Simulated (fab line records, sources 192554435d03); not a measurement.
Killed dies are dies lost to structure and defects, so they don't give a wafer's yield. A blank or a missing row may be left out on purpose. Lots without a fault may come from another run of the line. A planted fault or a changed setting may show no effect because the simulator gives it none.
Split-lot experiment | flow n5_finfet | 7 lots, 21 wafers read, on a route of 1938 steps

THE SPLIT
At N5_BEOL_M6_ETCH_62 (etches SOC in N2/H2, target depth 110 nm, overetch 22 nm, time 165 s), the setting time_s was moved away from the recipe's 165 s on 6 of the 21 wafers read, by -9.1% to +21.0%. The other wafers ran this setting at the recipe's value.

The reading is taken at the split's own step.

THE READING
SiARC_of_BEOL_M6_COAT_60.thk_nm (the simulator's own value, which no gauge read), in nm, at N5_BEOL_M6_ETCH_62 (etches SOC in N2/H2, target depth 110 nm, overetch 22 nm, time 165 s). The file gives no usual value for it. The 15 wafers here that ran the recipe average 28.7 nm, standard deviation 0.25 nm.

wafer  | tool, chamber at the split | time_s as run, s | against the recipe | SiARC_of_BEOL_M6_COAT_60.thk_nm, nm | against lot-mates on the recipe
L076.1 | rie_diel-03, 3             | 165              | recipe             | 28.4                                | -
L076.4 | rie_diel-03, 2             | 191.7            | +16.2%             | 27                                  | -1.5
L076.6 | rie_diel-03, 3             | 165              | recipe             | 28.6                                | -
L074.3 | rie_diel-05, 2             | 150              | -9.1%              | 29.2                                | +0.5
L074.4 | rie_diel-05, 3             | 165              | recipe             | 28.8                                | -
L074.5 | rie_diel-05, 2             | 165              | recipe             | 28.6                                | -
L082.1 | rie_diel-05, 0             | 199.7            | +21.0%             | 27.2                                | -2.0
L082.3 | rie_diel-05, 3             | 165              | recipe             | 29.2                                | -
L082.6 | rie_diel-05, 0             | 199.7            | +21.0%             | 27                                  | -2.2
L088.2 | rie_diel-05, 1             | 165              | recipe             | 28.4                                | -
L088.4 | rie_diel-05, 3             | 165              | recipe             | 29                                  | -
L088.6 | rie_diel-05, 3             | 165              | recipe             | 29                                  | -
L089.1 | rie_diel-05, 0,2,2         | 165              | recipe             | 28.6                                | -
L089.2 | rie_diel-05, 0,2,2         | 165              | recipe             | 28.6                                | -
L089.6 | rie_diel-05, 0,2,2         | 165              | recipe             | 28.6                                | -
L091.2 | rie_diel-03, 2             | 150.9            | -8.5%              | 28.8                                | +0.0
L091.4 | rie_diel-03, 2             | 150.9            | -8.5%              | 29                                  | +0.2
L091.6 | rie_diel-03, 3             | 165              | recipe             | 28.8                                | -
L094.1 | rie_diel-03, 3,0           | 165              | recipe             | 28.8                                | -
L094.2 | rie_diel-03, 3,0           | 165              | recipe             | 28.8                                | -
L094.6 | rie_diel-03, 2             | 165              | recipe             | 28.2                                | -
Where a row lists several chambers, the file gives one row for several wafers and doesn't say which wafer went through which chamber.

THE FIT
A straight line over all 21 wafers: SiARC_of_BEOL_M6_COAT_60.thk_nm changes by -0.0728 nm for each +1% of time_s; r = -0.91; the points scatter about the line by 0.28 nm.
The same after taking each lot's own level away (the mean of its wafers on the recipe; 21 wafers): -0.0839 nm for each +1%; r = -0.93; scatter 0.27 nm.
On that fit, the largest move of time_s shifts the reading by 1.8 nm.
The lots' own levels span 28.50 to 29.20 nm, that is 2.8 times the standard deviation above.
So the lot-to-lot level changes the slope: the two fits differ.
Check: with one of the wafers moved furthest among these (+21.0%) left out of the fit, the line predicts -1.81 nm for it against its lot-mates. It came out at -2 nm against them.

OTHER SPLITS ON THESE WAFERS
These wafers also went through other splits before the reading. Each is held against what the fit with the lots' levels taken away leaves over:
other split on the same wafers    | wafers away from the commonest value | r with SiARC_of_BEOL_M6_COAT_60.thk_nm (lot level and that fit taken away)
N5_BEOL_M4_ETCH_64 bias_w         | 6                                    | -0.18
N5_BEOL_M4_COAT_22 spin_rpm       | 10                                   | -0.10
N5_BEOL_M5_HM_DEP_02 target_thk_a | 3                                    | -0.09
N5_BEOL_M5_COAT_05 spin_rpm       | 9                                    | -0.37

THE WHOLE CHAIN: every reading that the file lists as answering this split, in the file's order
step                  | what it does                                                         | reading                                                                          | change (the file's fit)                                                              | r (the file's)
N5_BEOL_M6_ETCH_62    | etches SOC in N2/H2, target depth 110 nm, overetch 22 nm, time 165 s | SiARC_of_BEOL_M6_COAT_60.thk_nm (the simulator's own value, which no gauge read) | -0.0859 nm for each +1% of the setting                                               | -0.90
N5_BEOL_M6_HM_OPEN_17 | chemistry Cl2/BCl3, target TiN, target depth 20 nm, overetch 6 nm    | etch.depth_nm (the simulator's own value, which no gauge read)                   | not straight: 19.57 at the lowest setting, 20.04 at the recipe, 16.77 at the highest | not given

THE FILE'S OWN FIT
SiARC_of_BEOL_M6_COAT_60.thk_nm changes by -0.0859 nm for each +1% of time_s, r = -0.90.
